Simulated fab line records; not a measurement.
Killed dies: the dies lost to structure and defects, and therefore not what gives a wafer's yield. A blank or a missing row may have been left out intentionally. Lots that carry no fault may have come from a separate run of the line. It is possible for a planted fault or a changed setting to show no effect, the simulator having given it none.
Chamber matching | flow n5Finfet | 4 sister chambers for N5_BEOL_M4_ETCH_64 on rieDiel-05
The step etches SOC in N2/H2, target depth 75 nm, overetch 22.5 nm, time 121.9 s. 8 wafers are shown with their chamber, then 7 later ones without.

== WAFERS WITH THEIR CHAMBER ==
wafer  | chamber | throttleValvePct (%) | showerheadPlenumPTorr (Torr)
L074.2 | 1       | 18.04                | 2.60
L076.2 | 2       | 17.18                | 2.69
L076.5 | 1       | 18.03                | 2.60
L080.3 | 3       | 18.01                | 2.59
L080.4 | 0       | 17.76                | 2.43
L080.5 | 3       | 18.00                | 2.59
L085.3 | 2       | 17.19                | 2.68
L085.4 | 0       | 17.76                | 2.43

== WAFERS WITHOUT THEIR CHAMBER ==
wafer  | throttleValvePct (%) | showerheadPlenumPTorr (Torr)
L085.5 | 17.66                | 2.59
L094.2 | 17.24                | 2.67
L094.3 | 17.72                | 2.58
L094.6 | 17.58                | 2.58
L096.1 | 17.83                | 2.42
L096.3 | 17.57                | 2.58
L096.5 | 17.74                | 2.58

== CHAMBER TAKEN BY EACH ==
wafer  | from the rows above     | in truth
L085.5 | 0                       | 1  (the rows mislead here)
L094.2 | 2                       | 2
L094.3 | 0                       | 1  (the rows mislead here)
L094.6 | 0                       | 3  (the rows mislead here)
L096.1 | 0                       | 0
L096.3 | 0                       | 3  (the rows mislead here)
L096.5 | can't be placed: 0 or 3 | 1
Placed correctly: 2 of 7. Can't be placed from these rows: 1 (the true chamber is among the candidates in 0). Number placed wrongly: 4.
How it was worked out, from the rows above alone: a wafer's distance from a chamber is the root of the sum, over the readings, of the square of ((its reading less the chamber's mean) divided by the reading's scatter). If the next closest chamber is less than 2 further off than the closest, the wafer can't be placed; otherwise it belongs to the closest. Each chamber's mean is taken over the wafers shown for it. How the scatter is found: for the shown wafers, subtract from each reading the mean of its chamber, square and add these, divide the total by (wafers less chambers), then take the root.
